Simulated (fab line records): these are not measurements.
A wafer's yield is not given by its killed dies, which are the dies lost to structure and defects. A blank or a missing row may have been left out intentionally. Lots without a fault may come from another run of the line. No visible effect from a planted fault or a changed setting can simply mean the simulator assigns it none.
fab line records	flow n5-finfet
record: lots: 7	wafers: 39
route steps=1938 shown BEOL_M7@1308 BEOL_M10@1470
start-h: hours from the record's opening day to when the first of the lot's shown wafers began	wait-h: how many hours have passed since the lot's step before this one	" unchanged from the row above	L1.1+2: several wafers, shown together as one row	- either no value or no given start	* or withheld: withheld	< > ~ a bound
route shown NAME@n: a module of which the file shows steps, and the number in the route of the first	usual: average and standard deviation across the fault-free wafers	same: alike in all rows	chamber/n: place in a boat	sites: readings site by site	_std_site: the standard deviation of these	_edge_site: the outer-site mean with the inner-site mean subtracted	radius-mm: how far each site lies from the wafer's centre	mask NAME#n: copy n	behind: tool/chamber where the wafer was last shaped	hold: cause of the lot's hold/its duration in hours/its outcome	device: which transistor (n, p or np) failed to switch	end of line: the same wafers' tests at the end of the route	a step without rows: its recipe alone	killed: not the wafer's yield, but the dies lost to structure and defects at the first sort	map: the dies of a wafer, with x for killed, . for not killed, _ for no die there
set.NAME: the setting as run; set.NAME@STEP: as run at that earlier step	model.NAME: the simulator's own value behind a step, which no gauge read
lots run with intentionally changed settings; tables by step, rows by wafer
== steps ==
step: N5_BEOL_M7_TRENCH_ETCH_37
recipe: chemistry: C4F6/O2	target-depth-a: 934.78	target: SiCOH_lowk	time-s: 31.2	ion-energy-ev: 250	pressure-mtorr: 30	source-w: 345	bias-w: 185	Ar_flow_sccm: 300	C4F6_flow_sccm: 10	O2_flow_sccm: 10
lot.wafer	tool	chamber	start-h	wait-h	set.time-s	model.etch.depth-nm	model.BEOL_M7.feature-depth-nm
L076.1	rie-diel-04	3	-	-	36.75	109.2	109.2
L076.2	"	0	"	"	31.2	95.23	95.2
L076.3	"	2	"	"	31.2	93.6	93.6
L076.4	"	1	"	"	36.75	107.7	107.6
L076.5	"	1	"	"	31.2	90.4	90.4
L076.6	"	0	"	"	36.75	113	113
L077.1	rie-diel-02	3	-	-	31.2	95.91	96
L077.2	"	0	"	"	31.2	93.15	93.2
L077.3	"	1	"	"	31.2	96.4	96.4
L077.4	"	2	"	"	31.2	93.97	94
L077.5	"	0	"	"	31.2	93.36	93.4
L077.6	"	1	"	"	31.2	96.16	96.2
L083.1	rie-diel-04	1	-	-	31.2	91.57	91.6
L083.3	"	0	"	"	31.2	96.1	96.2
L083.5	"	2	"	"	31.2	94.51	94.6
L088.1	rie-diel-04	0	-	-	31.2	95.3	95.4
L088.2	"	3	"	"	21.21	62.99	63
L088.3	"	2	"	"	31.2	94.9	95
L088.4	"	2	"	"	21.21	63.73	63.8
L088.5	"	0	"	"	21.21	63.96	64
L088.6	"	3	"	"	31.2	92.61	92.6
L085.1	rie-diel-05	2	-	-	31.2	93.83	93.8
L085.2	"	3	"	"	31.2	94.41	94.4
L085.3	"	1	"	"	31.2	90.87	90.8
L085.4	"	2	"	"	31.2	93.77	93.8
L085.5	"	1	"	"	31.2	90.76	90.8
L085.6	"	3	"	"	31.2	94.57	94.6
L086.1	rie-diel-05	2	-	-	25.12	75.58	75.6
L086.2	"	1	"	"	25.12	73.16	73.2
L086.3	"	3	"	"	31.2	94.32	94.4
L086.4	"	0	"	"	31.2	94.17	94.2
L086.5	"	3	"	"	31.2	93.1	93
L086.6	"	0	"	"	25.12	76.03	76
L097.1	rie-diel-05	0	-	-	24.63	74.21	74.2
L097.2	"	1	"	"	31.2	90.07	90
L097.3	"	2	"	"	24.63	74.35	74.4
L097.4	"	3	"	"	24.63	75.01	75
L097.5	"	2	"	"	31.2	94.13	94.2
L097.6	"	1	"	"	31.2	89.79	89.8
step: N5_BEOL_M7_ETCH_41
recipe: chemistry: CH3F/O2	target: SiCN	target-depth-a: 319	taper-deg: 2	time-s: 57.8	ion-energy-ev: 120	mask-material: TiN	pressure-mtorr: 30	source-w: 395	bias-w: 75	Ar_flow_sccm: 150	CH3F_flow_sccm: 30	O2_flow_sccm: 20
step: N5_BEOL_M7_STRIP_80
recipe: chemistry: N2/H2	time-s: 10	power-w: 450	temp-c: 40	pressure-mtorr: 20	rf-frequency-hz: 6e+07	bias-power-w: 7	n2-flow-sccm: 200	h2-flow-sccm: 200
step: N5_BEOL_M7_OCD_MEAS_38
usual: trench-depth-nm: 93.8/1.8
lot.wafer	tool	chamber	start-h	wait-h	set.time-s@BEOL_M7_TRENCH_ETCH_37	trench-depth-nm
L076.1	ocd-01	-	231.16	-	36.75	109.5
L076.2	"	-	"	"	31.2	95.1
L076.3	"	-	"	"	31.2	93.1
L076.4	"	-	"	"	36.75	107.6
L076.5	"	-	"	"	31.2	90.5
L076.6	"	-	"	"	36.75	112.5
L077.1	ocd-01	-	239.22	-	31.2	95.2
L077.2	"	-	"	"	31.2	93.0
L077.3	"	-	"	"	31.2	96.3
L077.4	"	-	"	"	31.2	94.2
L077.5	"	-	"	"	31.2	93.4
L077.6	"	-	"	"	31.2	95.3
L083.1	ocd-02	-	250.68	-	31.2	92.0
L083.3	"	-	"	"	31.2	96.4
L083.5	"	-	"	"	31.2	94.5
L088.1	ocd-01	-	284.19	-	31.2	94.9
L088.2	"	-	"	"	21.21	63.1
L088.3	"	-	"	"	31.2	95.1
L088.4	"	-	"	"	21.21	63.9
L088.5	"	-	"	"	21.21	63.9
L088.6	"	-	"	"	31.2	92.9
L085.1	ocd-02	-	288.17	-	31.2	94.1
L085.2	"	-	"	"	31.2	94.7
L085.3	"	-	"	"	31.2	91.3
L085.4	"	-	"	"	31.2	93.6
L085.5	"	-	"	"	31.2	90.7
L085.6	"	-	"	"	31.2	94.3
L086.1	ocd-02	-	298.50	-	25.12	75.4
L086.2	"	-	"	"	25.12	73.4
L086.3	"	-	"	"	31.2	94.0
L086.4	"	-	"	"	31.2	94.7
L086.5	"	-	"	"	31.2	93.0
L086.6	"	-	"	"	25.12	75.8
L097.1	ocd-01	-	361.95	-	24.63	74.3
L097.2	"	-	"	"	31.2	90.2
L097.3	"	-	"	"	24.63	74.3
L097.4	"	-	"	"	24.63	74.6
L097.5	"	-	"	"	31.2	94.6
L097.6	"	-	"	"	31.2	89.4
step: N5_BEOL_M7_HM_STRIP_39
recipe: chemistry: peroxide-tin-strip	material: TiN	target-depth-a: 250	temp-c: 50	time-s: 158
step: N5_BEOL_M7_SRD_40
recipe: time-s: 30	temp-c: 23	rinse-liquid: diw	dry: ipa-marangoni
step: N5_BEOL_M7_ECD_50
recipe: material: Cu	target-thk-a: 3000
step: N5_BEOL_M7_ANNEAL_51
recipe: temp-c: 225	time-s: 90	ambient: N2
step: N5_BEOL_M7_CMP_52
recipe: stop-on: SiCOH_lowk	t-overpolish-s: 6.9	down-force-psi: 1	platen-rpm: 50	clearing-platen-down-force-psi: 1.5	clearing-platen-rpm: 50	post-cmp-clean: cu-alkaline	target-thk-nm: 80	clearing-platen-pad-velocity-m-s: 0.99484	pad-velocity-m-s: 0.99484
lot.wafer	tool	chamber	start-h	wait-h	set.time-s@BEOL_M7_TRENCH_ETCH_37	model.Cu_of_BEOL_M7_ECD_50.thk-nm
L076.1	cmp-03	1	235.52	0.3	36.75	94.8
L076.2	"	2	"	"	31.2	81.4
L076.3	"	3	"	"	31.2	80
L076.4	"	0	"	"	36.75	93.2
L076.6	"	1	"	"	36.75	99
L076.5	"	2	"	"	31.2	76.8
L077.1	cmp-01	0	241.41	0.5	31.2	81.6
L077.4	"	1	"	"	31.2	80.6
L077.2	"	2	"	"	31.2	79.8
L077.3	"	3	"	"	31.2	83.8
L077.5	"	0	"	"	31.2	79.4
L077.6	"	1	"	"	31.2	83.2
L083.1	cmp-03	1	254.14	0.3	31.2	79.6
L083.3	"	0	"	"	31.2	83.2
L083.5	"	2	"	"	31.2	79.8
L088.1	cmp-01	2	287.70	0.3	31.2	81
L088.3	"	3	"	"	31.2	81.2
L088.4+2	"	0,1	"	"	21.21	49.6
L088.5	"	2	"	"	21.21	51
L088.6	"	3	"	"	31.2	79.8
L085.2+6	cmp-03	2	292.45	0.2	31.2	80.4
L085.3	"	3	"	"	31.2	77.6
L085.4	"	0	"	"	31.2	79.8
L085.1	"	1	"	"	31.2	81.8
L085.5	"	3	"	"	31.2	77.2
L086.3	cmp-01	1	300.34	0.2	31.2	80.6
L086.1	"	2	"	"	25.12	61.6
L086.4	"	3	"	"	31.2	80.8
L086.2	"	0	"	"	25.12	59
L086.6	"	1	"	"	25.12	61.4
L086.5	"	2	"	"	31.2	79
L097.1+4	cmp-03	1,2	364.12	0.3	24.63	58.8
L097.2+6	"	3,1	"	"	31.2	75.8
L097.3	"	0	"	"	24.63	59.2
L097.5	"	2	"	"	31.2	79.2
step: N5_BEOL_M7_THK_MEAS_53
recipe: thk-meas-gauge: xrf	reads: Cu_of_BEOL_M7_ECD_50
usual: M7_THK: 80.3/1.9
lot.wafer	tool	chamber	start-h	wait-h	set.time-s@BEOL_M7_TRENCH_ETCH_37	M7_THK[nm]
L076.1	film-metro-01	-	235.82	-	36.75	94.9
L076.2	"	-	"	"	31.2	81.6
L076.3	"	-	"	"	31.2	79.8
L076.4	"	-	"	"	36.75	93.0
L076.5	"	-	"	"	31.2	76.7
L076.6	"	-	"	"	36.75	98.9
L077.1	film-metro-02	-	241.70	-	31.2	81.1
L077.2	"	-	"	"	31.2	79.4
L077.3	"	-	"	"	31.2	83.3
L077.4	"	-	"	"	31.2	80.1
L077.5	"	-	"	"	31.2	78.9
L077.6	"	-	"	"	31.2	82.4
L083.1	film-metro-01	-	254.44	-	31.2	79.4
L083.3	"	-	"	"	31.2	83.0
L083.5	"	-	"	"	31.2	79.7
L088.1	film-metro-01	-	288.00	-	31.2	81.0
L088.2	"	-	"	"	21.21	49.6
L088.3	"	-	"	"	31.2	81.7
L088.4	"	-	"	"	21.21	50.1
L088.5	"	-	"	"	21.21	51.5
L088.6	"	-	"	"	31.2	80.6
L085.1	film-metro-02	-	292.74	-	31.2	81.5
L085.2	"	-	"	"	31.2	80.2
L085.3	"	-	"	"	31.2	77.6
L085.4	"	-	"	"	31.2	79.4
L085.5	"	-	"	"	31.2	76.9
L085.6	"	-	"	"	31.2	80.2
L086.1	film-metro-01	-	300.64	-	25.12	62.6
L086.2	"	-	"	"	25.12	59.8
L086.3	"	-	"	"	31.2	81.8
L086.4	"	-	"	"	31.2	81.5
L086.5	"	-	"	"	31.2	79.8
L086.6	"	-	"	"	25.12	62.0
L097.1	film-metro-01	-	364.41	-	24.63	59.2
L097.2	"	-	"	"	31.2	76.1
L097.3	"	-	"	"	24.63	59.4
L097.4	"	-	"	"	24.63	59.1
L097.5	"	-	"	"	31.2	79.1
L097.6	"	-	"	"	31.2	76.5
step: N5_BEOL_M7_PRE_CLEAN_55
recipe: gas: NH3	time-s: 15	temp-c: withheld	rf-power-w: 300
step: N5_BEOL_M7_DEP_56
recipe: material: SiCN	target-thk-a: 100	temp-c: withheld	precursor: 3MS/NH3	pressure-torr: 3	rf-w: 202	time-s: 17.5
step: N5_BEOL_M7_RS_MEAS_57
recipe: thk-meas-gauge: four-point-probe	reads: Cu_of_BEOL_M7_ECD_50+Co_of_BEOL_M7_CVD_78+TaN_of_BEOL_M7_ALD_77
usual: M7_RS: 0.286/0.0081
lot.wafer	tool	chamber	start-h	wait-h	set.time-s@BEOL_M7_TRENCH_ETCH_37	M7_RS[ohm/sq]
L076.1	film-metro-01	-	235.95	0.1	36.75	0.235
L076.2	"	-	"	"	31.2	0.280
L076.3	"	-	"	"	31.2	0.286
L076.4	"	-	"	"	36.75	0.239
L076.5	"	-	"	"	31.2	0.300
L076.6	"	-	"	"	36.75	0.223
L077.1	film-metro-02	-	241.83	0.1	31.2	0.279
L077.2	"	-	"	"	31.2	0.287
L077.3	"	-	"	"	31.2	0.271
L077.4	"	-	"	"	31.2	0.283
L077.5	"	-	"	"	31.2	0.289
L077.6	"	-	"	"	31.2	0.273
L083.1	film-metro-02	-	254.57	0.1	31.2	0.287
L083.3	"	-	"	"	31.2	0.273
L083.5	"	-	"	"	31.2	0.287
L088.1	film-metro-02	-	288.13	0.1	31.2	0.282
L088.2	"	-	"	"	21.21	0.511
L088.3	"	-	"	"	31.2	0.281
L088.4	"	-	"	"	21.21	0.511
L088.5	"	-	"	"	21.21	0.493
L088.6	"	-	"	"	31.2	0.287
L085.1	film-metro-02	-	292.87	0.1	31.2	0.279
L085.2	"	-	"	"	31.2	0.285
L085.3	"	-	"	"	31.2	0.295
L085.4	"	-	"	"	31.2	0.287
L085.5	"	-	"	"	31.2	0.298
L085.6	"	-	"	"	31.2	0.285
L086.1	film-metro-01	-	300.80	0.1	25.12	0.390
L086.2	"	-	"	"	25.12	0.413
L086.3	"	-	"	"	31.2	0.284
L086.4	"	-	"	"	31.2	0.284
L086.5	"	-	"	"	31.2	0.290
L086.6	"	-	"	"	25.12	0.393
L097.1	film-metro-02	-	364.55	0.1	24.63	0.413
L097.2	"	-	"	"	31.2	0.305
L097.3	"	-	"	"	24.63	0.410
L097.4	"	-	"	"	24.63	0.414
L097.5	"	-	"	"	31.2	0.289
L097.6	"	-	"	"	31.2	0.305
step: N5_BEOL_M10_ILD_DEP_00
recipe: material: SiCOH_lowk	target-thk-a: 3085.1	temp-c: 300	precursor: DEMS/porogen	pressure-torr: 5	rf-w: 500	time-s: 58
lot.wafer	tool	chamber	start-h	wait-h	set.time-s	model.SiCOH_lowk_of_BEOL_M10_ILD_DEP_00.thk-nm
L076.1	pecvd-03	0	252.11	0.0	74.36	389.4
L076.2	"	1	"	"	58	305.6
L076.3	"	2	"	"	74.36	391.6
L076.4	"	1	"	"	74.36	399.2
L076.5	"	0	"	"	58	310.6
L076.6	"	2	"	"	58	311.8
L077.1	pecvd-03	0	256.88	0.0	37.46	199
L077.2	"	2	"	"	58	308
L077.3	"	1	"	"	37.46	201.2
L077.4	"	1	"	"	58	311.2
L077.5	"	0	"	"	58	311.8
L077.6	"	2	"	"	37.46	203.4
L083.1	pecvd-04	2	271.57	0.0	58	304.2
L083.3	"	1	"	"	58	303.6
L083.5	"	1	"	"	58	310.4
L088.1	pecvd-03	1	305.01	0.0	58	306.2
L088.2	"	0	"	"	24.93	135.6
L088.3	"	2	"	"	58	306.4
L088.4	"	0	"	"	58	314
L088.5	"	2	"	"	24.93	136.4
L088.6	"	1	"	"	24.93	136
L085.1	pecvd-03	0	308.89	0.0	74.96	394
L085.2	"	1	"	"	58	305.4
L085.3	"	2	"	"	58	309.8
L085.4	"	1	"	"	74.96	395.4
L085.5	"	2	"	"	74.96	404.4
L085.6	"	0	"	"	58	313.6
L086.1	pecvd-01	1	319.27	0.0	58	299.4
L086.2	"	0	"	"	81.08	426
L086.3	"	1	"	"	81.08	427.4
L086.4	"	0	"	"	81.08	435
L086.5	"	0	"	"	58	311
L086.6	"	1	"	"	58	308.6
L097.1	pecvd-03	1	383.44	0.0	36.51	193.6
L097.2	"	0	"	"	36.51	196.6
L097.3	"	0	"	"	58	313.4
L097.4	"	1	"	"	58	312.6
L097.5	"	0	"	"	36.51	200.4
L097.6	"	1	"	"	58	311.2
step: N5_BEOL_M10_CURE_71
recipe: temp-c: 385	time-s: 240	ambient: He/Ar	material: SiCOH_lowk
lot.wafer	tool	chamber	start-h	wait-h	set.time-s@BEOL_M10_ILD_DEP_00	model.SiCOH_lowk_of_BEOL_M10_ILD_DEP_00.thk-nm
L076.1	uv-cure-01	1	252.19	0.0	74.36	339.8
L076.2	"	1	"	"	58	265.4
L076.3	"	1	"	"	74.36	341.8
L076.4	"	1	"	"	74.36	348.6
L076.5	"	1	"	"	58	269.8
L076.6	"	1	"	"	58	271
L077.1	uv-cure-02	2	256.96	0.0	37.46	171.8
L077.2	"	2	"	"	58	267.6
L077.3	"	2	"	"	37.46	173.8
L077.4	"	2	"	"	58	270.4
L077.5	"	2	"	"	58	270.8
L077.6	"	2	"	"	37.46	175.8
L083.1	uv-cure-02	2	271.65	0.0	58	264.2
L083.3	"	2	"	"	58	263.6
L083.5	"	2	"	"	58	269.8
L088.1	uv-cure-02	1	305.08	0.0	58	266
L088.2	"	1	"	"	24.93	116.6
L088.3	"	1	"	"	58	266.2
L088.4	"	1	"	"	58	272.8
L088.5	"	1	"	"	24.93	117.2
L088.6	"	1	"	"	24.93	117
L085.1	uv-cure-01	0	308.96	0.0	74.96	344
L085.2	"	0	"	"	58	265.2
L085.3	"	0	"	"	58	269.2
L085.4	"	0	"	"	74.96	345.2
L085.5	"	0	"	"	74.96	353.2
L085.6	"	0	"	"	58	272.6
L086.1	uv-cure-01	2	319.38	0.1	58	259.8
L086.2	"	2	"	"	81.08	372.6
L086.3	"	2	"	"	81.08	373.8
L086.4	"	2	"	"	81.08	380.6
L086.5	"	2	"	"	58	270.2
L086.6	"	2	"	"	58	268
L097.1	uv-cure-03	0	383.55	0.1	36.51	167.2
L097.2	"	0	"	"	36.51	169.8
L097.3	"	0	"	"	58	272.4
L097.4	"	0	"	"	58	271.6
L097.5	"	0	"	"	36.51	173
L097.6	"	0	"	"	58	270.4
step: N5_BEOL_M10_THK_MEAS_01
recipe: reads: SiCOH_lowk_of_BEOL_M10_ILD_DEP_00
usual: M10_ILD_THK: 268/3.3
lot.wafer	tool	chamber	start-h	wait-h	set.time-s@BEOL_M10_ILD_DEP_00	M10_ILD_THK[nm]
L076.1	film-metro-02	-	253.18	0.8	74.36	340
L076.2	"	-	"	"	58	265
L076.3	"	-	"	"	74.36	342
L076.4	"	-	"	"	74.36	349
L076.5	"	-	"	"	58	270
L076.6	"	-	"	"	58	271
L077.1	film-metro-02	-	257.47	0.4	37.46	172
L077.2	"	-	"	"	58	268
L077.3	"	-	"	"	37.46	174
L077.4	"	-	"	"	58	270
L077.5	"	-	"	"	58	271
L077.6	"	-	"	"	37.46	176
L083.1	film-metro-02	-	272.16	0.4	58	264
L083.3	"	-	"	"	58	264
L083.5	"	-	"	"	58	270
L088.1	film-metro-01	-	305.60	0.4	58	266
L088.2	"	-	"	"	24.93	117
L088.3	"	-	"	"	58	266
L088.4	"	-	"	"	58	273
L088.5	"	-	"	"	24.93	117
L088.6	"	-	"	"	24.93	117
L085.1	film-metro-02	-	309.48	0.4	74.96	344
L085.2	"	-	"	"	58	265
L085.3	"	-	"	"	58	269
L085.4	"	-	"	"	74.96	345
L085.5	"	-	"	"	74.96	353
L085.6	"	-	"	"	58	272
L086.1	film-metro-01	-	320.37	0.8	58	260
L086.2	"	-	"	"	81.08	373
L086.3	"	-	"	"	81.08	374
L086.4	"	-	"	"	81.08	381
L086.5	"	-	"	"	58	270
L086.6	"	-	"	"	58	268
L097.1	film-metro-02	-	384.06	0.4	36.51	167
L097.2	"	-	"	"	36.51	170
L097.3	"	-	"	"	58	272
L097.4	"	-	"	"	58	272
L097.5	"	-	"	"	36.51	173
L097.6	"	-	"	"	58	271
== key ==
split: step: N5_BEOL_M7_TRENCH_ETCH_37	setting: time-s	stated: 31.2	by: wafer
response: step: N5_BEOL_M7_TRENCH_ETCH_37	reading: model.etch.depth-nm	change: +0.927	per: 1%	r: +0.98
response: step: N5_BEOL_M7_TRENCH_ETCH_37	reading: model.BEOL_M7.feature-depth-nm	change: +0.927	per: 1%	r: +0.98
response: step: N5_BEOL_M7_OCD_MEAS_38	reading: trench-depth-nm	change: +0.929	per: 1%	r: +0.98
response: step: N5_BEOL_M7_CMP_52	reading: model.Cu_of_BEOL_M7_ECD_50.thk-nm	change: +0.937	per: 1%	r: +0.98
response: step: N5_BEOL_M7_THK_MEAS_53	reading: M7_THK	change: +0.938	per: 1%	r: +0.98
response: step: N5_BEOL_M7_RS_MEAS_57	reading: M7_RS	change: -0.00586	per: 1%	r: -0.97
split: step: N5_BEOL_M10_ILD_DEP_00	setting: time-s	stated: 58	by: wafer
response: step: N5_BEOL_M10_ILD_DEP_00	reading: model.SiCOH_lowk_of_BEOL_M10_ILD_DEP_00.thk-nm	change: +3.06	per: 1%	r: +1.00
response: step: N5_BEOL_M10_CURE_71	reading: model.SiCOH_lowk_of_BEOL_M10_ILD_DEP_00.thk-nm	change: +2.69	per: 1%	r: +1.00
response: step: N5_BEOL_M10_THK_MEAS_01	reading: M10_ILD_THK	change: +2.7	per: 1%	r: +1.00
